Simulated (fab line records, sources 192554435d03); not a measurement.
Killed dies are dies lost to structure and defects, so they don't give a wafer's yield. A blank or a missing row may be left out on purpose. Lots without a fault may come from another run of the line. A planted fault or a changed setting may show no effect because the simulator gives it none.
A struck lot beside a sound one | flow n5_finfet | 15 steps out of a route of 1938
Sound: wafers L346.4, L346.5, L346.6. Struck: wafer L361.3. (L361.6 of the same lot was not struck and is left out.) The cause comes at the end.
At each step with rows: each side's tool, then ch and its chambers, then its first start. Under that, the readings that differ: sound wafers | struck wafers | difference of the means | sigmas: that difference in standard deviations of wafers without a fault.
alike: readings whose means differ by less than 2 such deviations, and words and numbers that are the same on both sides. not compared: withheld readings, readings that some wafer has no value for, bounds like >300 that may hide the same value, and numbers for which the record gives no deviation and whose values overlap.
The two part at a step that has a row with sigmas, a row that says differs or no value, or rows on one side only. Numbers that don't overlap but have no deviation are shown without sigmas and don't part them. A reading that every wafer of one side lacks parts them only if that side has two wafers or more.

first, 6 steps without rows for these wafers: N5_BEOL_M9_COAT_22 (resist thk 30 nm); N5_BEOL_M9_EBR_24; N5_BEOL_M9_SOFTBAKE_23 (time 60 s); N5_BEOL_M9_EXPOSE_25 (exposes mask V8); N5_BEOL_M9_PEB_26 (peb time 60 s); N5_BEOL_M9_DEVELOP_27 (develop time 30 s).
N5_BEOL_M9_CD_MEAS_28: target cd 70 nm.
  sound on cd_sem-02 ch 0, day 12 11:26; struck on cd_sem-03 ch 0, day 16 01:08
  alike: cd_nm
N5_BEOL_M9_OVL_MEAS_29:
  sound on overlay-01 ch 0, day 12 11:28; struck on overlay-01 ch 0, day 16 01:11
  reading     | sound         | struck | difference | sigmas
  V8_OVL (nm) | -0.3 -0.4 0.2 | 1.2    | +1.4       | +2
N5_BEOL_M9_INSPECT_30: inspects for defects (brightfield).
  sound on defect_inspect-02, day 12 11:31; struck on defect_inspect-01, day 16 01:14
  alike: raw_defect_count
N5_BEOL_M9_DESCUM_33: chemistry O2, time 7 s.
  sound on rie_diel-01 ch 0,2,3, day 12 11:33; struck on rie_diel-04 ch 0, day 16 01:16
  alike: drypump_motor_current_A, oes_product_au, rf_vpp_V, showerhead_plenum_p_Torr, throttle_valve_pct
  not compared: rf_hours_counter_h
N5_BEOL_M9_ETCH_76: etches underlayer in N2/H2, target depth 6.5 nm, time 5.2 s.
  sound on rie_diel-01 ch 0,2,3, day 12 11:35; struck on rie_diel-04 ch 0, day 16 01:18
  reading    | sound             | struck | difference | sigmas
  bias_w (W) | 150.4 150.3 149.8 | 149.2  | -1.0       | -2
  alike: drypump_motor_current_A, etch_rf_on_time_s, n2_flow_sccm, oes_product_au, rf_vpp_V, showerhead_plenum_p_Torr, throttle_valve_pct
  not compared: rf_hours_counter_h
N5_BEOL_M9_ETCH_65: etches SiARC in CF4, target depth 15.6 nm, time 26 s.
  sound on rie_diel-01 ch 0,2,3, day 12 11:36; struck on rie_diel-04 ch 0, day 16 01:19
  alike: bias_w, drypump_motor_current_A, etch_rf_on_time_s, oes_product_au, rf_vpp_V, showerhead_plenum_p_Torr, throttle_valve_pct
  not compared: rf_hours_counter_h
N5_BEOL_M9_ETCH_66: etches SOC in N2/H2, target depth 80 nm, overetch 16 nm, time 120 s.
  sound on rie_diel-01 ch 0,2,3, day 12 11:38; struck on rie_diel-04 ch 0, day 16 01:20
  reading                                    | sound       | struck | difference | sigmas
  model.SiARC_of_BEOL_M9_COAT_64.thk_nm (nm) | 6.2 6.6 6.4 | 4.8    | -1.6       |
  alike: bias_w, drypump_motor_current_A, n2_flow_sccm, oes_product_au, rf_vpp_V, showerhead_plenum_p_Torr, throttle_valve_pct
  not compared: rf_hours_counter_h
then, 1 step without rows for these wafers: N5_BEOL_M9_STRIP_69 (strips in N2/H2).
-- the record jumps here: 3 days lie between the struck wafers' starts before and after (it left off in module BEOL_M9 and takes up again in module PASSIVATION, whose first step shown is number 1936 of the route) --
N5_PASSIVATION_PROBE_49:
  the record has rows for the struck wafers here (prober-02, day 18 15:02) and none for the sound ones

WHERE THEY PART
First at N5_BEOL_M9_OVL_MEAS_29; last, within this record, at N5_PASSIVATION_PROBE_49.

WHY: what the simulator had put in
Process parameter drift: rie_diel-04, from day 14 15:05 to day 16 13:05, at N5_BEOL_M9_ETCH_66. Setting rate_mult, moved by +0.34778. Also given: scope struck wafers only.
